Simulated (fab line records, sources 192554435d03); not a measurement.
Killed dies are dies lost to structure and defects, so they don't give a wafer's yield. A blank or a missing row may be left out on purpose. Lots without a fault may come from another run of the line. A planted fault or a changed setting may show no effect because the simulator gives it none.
Chamber matching | flow n5_finfet | N5_BEOL_M1_ILD_DEP_00 on pecvd-03: 3 sister chambers
The step deposits SiOC from DEMS/O2, target thk 79 nm, time 15.3 s. 16 wafers are shown with their chamber, then 8 later ones without.

WAFERS WITH THEIR CHAMBER
wafer  | chamber | throttle_valve_pct (%) | heater_power_w (W) | showerhead_plenum_p_Torr (Torr)
L075.3 | 1       | 12.6                   | 485                | 5.702
L075.4 | 2       | 11.2                   | 404                | 5.708
L075.6 | 0       | 12.0                   | 511                | 5.696
L077.1 | 0       | 11.9                   | 420                | 5.699
L077.2 | 2       | 11.2                   | 366                | 5.689
L077.5 | 1       | 12.3                   | 436                | 5.705
L078.2 | 2       | 11.2                   | 325                | 5.700
L078.3 | 0       | 11.9                   | 489                | 5.693
L078.5 | 2       | 11.2                   | 331                | 5.713
L086.1 | 2       | 11.8                   | 360                | 5.704
L086.4 | 1       | 12.6                   | 501                | 5.705
L086.5 | 0       | 12.4                   | 508                | 5.695
L088.1 | 0       | 12.3                   | 463                | 5.708
L088.3 | 2       | 11.2                   | 364                | 5.703
L088.6 | 2       | 11.2                   | 363                | 5.702
L092.2 | 0       | 12.2                   | 484                | 5.704

SIGNATURES (means of the wafers above)
reading                  | chamber 0 | chamber 1 | chamber 2 | scatter within a chamber
throttle_valve_pct       | 12.117    | 12.500    | 11.286    | 0.214
heater_power_w           | 479.17    | 474.00    | 359.00    | 30.5
showerhead_plenum_p_Torr | 5.69917   | 5.70400   | 5.70271   | 0.00623
Rule: a wafer's distance from a chamber is the root of the sum, over the readings, of the square of ((its reading less the chamber's mean) divided by the reading's scatter). The wafer belongs to the nearest chamber; if the next one is less than 2 further off, it can't be placed. The scatter: the root of (the sum of the squares of (reading less its chamber's mean) over the shown wafers, divided by (wafers less chambers)).

WAFERS WITHOUT THEIR CHAMBER
wafer  | throttle_valve_pct (%) | heater_power_w (W) | showerhead_plenum_p_Torr (Torr)
L092.4 | 12.4                   | 477                | 5.711
L092.5 | 11.4                   | 390                | 5.704
L095.1 | 12.7                   | 492                | 5.705
L095.3 | 12.2                   | 423                | 5.688
L095.5 | 12.4                   | 494                | 5.705
L096.2 | 12.1                   | 438                | 5.700
L096.4 | 12.6                   | 491                | 5.697
L096.6 | 11.2                   | 390                | 5.706

WHICH CHAMBER EACH WENT THROUGH
wafer  | from the rows above     | in truth
L092.4 | can't be placed: 1 or 0 | 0
L092.5 | 2                       | 2
L095.1 | can't be placed: 1 or 0 | 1
L095.3 | can't be placed: 0 or 1 | 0
L095.5 | can't be placed: 1 or 0 | 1
L096.2 | can't be placed: 0 or 1 | 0
L096.4 | can't be placed: 1 or 0 | 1
L096.6 | 2                       | 2
Placed correctly: 2 of 8. Can't be placed from these rows: 6 (the true chamber is among the candidates in 6). Placed wrongly: 0.
